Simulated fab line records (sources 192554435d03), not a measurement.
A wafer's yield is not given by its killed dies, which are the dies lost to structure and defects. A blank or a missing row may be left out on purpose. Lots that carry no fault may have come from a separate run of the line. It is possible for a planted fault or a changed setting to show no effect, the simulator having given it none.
Matching of chambers + flow n5 finfet + 4 sister chambers for N5_BEOL_M12_TRENCH_ETCH_34 on rie diel-02
The step etches SiOC in C4F8/O2/Ar, target depth 318.95 nm, time 125.5 s. 8 wafers are shown with their chamber, then 8 later ones without.

== WAFERS, EACH WITH ITS CHAMBER ==
| wafer  | chamber | showerhead plenum p Torr (Torr) | throttle valve pct (%) |
|--------|---------|---------------------------------|------------------------|
| L083.1 | 3       | 3.35                            | 24.32                  |
| L083.5 | 0       | 3.21                            | 23.87                  |
| L083.6 | 1       | 3.48                            | 24.44                  |
| L087.5 | 3       | 3.35                            | 24.32                  |
| L087.6 | 0       | 3.21                            | 23.89                  |
| L090.4 | 1       | 3.47                            | 24.44                  |
| L090.6 | 2       | 3.38                            | 24.16                  |
| L092.1 | 2       | 3.38                            | 24.17                  |

== WAFERS WITH NO CHAMBER GIVEN ==
| wafer  | showerhead plenum p Torr (Torr) | throttle valve pct (%) |
|--------|---------------------------------|------------------------|
| L092.2 | 3.20                            | 23.89                  |
| L092.5 | 3.34                            | 24.36                  |
| L094.2 | 3.20                            | 23.89                  |
| L094.3 | 3.47                            | 24.44                  |
| L094.6 | 3.34                            | 24.33                  |
| L096.4 | 3.46                            | 24.46                  |
| L096.5 | 3.46                            | 24.47                  |
| L096.6 | 3.20                            | 23.70                  |

== CHAMBER TAKEN BY EACH ==
| wafer  | from the rows above | in truth |
|--------|---------------------|----------|
| L092.2 | 0                   | 0        |
| L092.5 | 3                   | 3        |
| L094.2 | 0                   | 0        |
| L094.3 | 1                   | 1        |
| L094.6 | 3                   | 3        |
| L096.4 | 1                   | 1        |
| L096.5 | 1                   | 1        |
| L096.6 | 0                   | 0        |
Placed correctly: 8 of 8. Left unplaced by these rows: 0. 0 placed wrongly.
How it was worked out, from the rows above alone: a wafer's distance from a chamber is the root of the sum, over the readings, of the square of ((its reading less the chamber's mean) divided by the reading's scatter). If the next closest chamber is less than 2 further off than the closest, the wafer can't be placed; otherwise it belongs to the closest. For every chamber, the mean is computed from those of its wafers that are shown. The scatter is the square root of a quotient: the sum, over the shown wafers, of each reading's squared deviation from its chamber's mean, divided by wafers minus chambers.
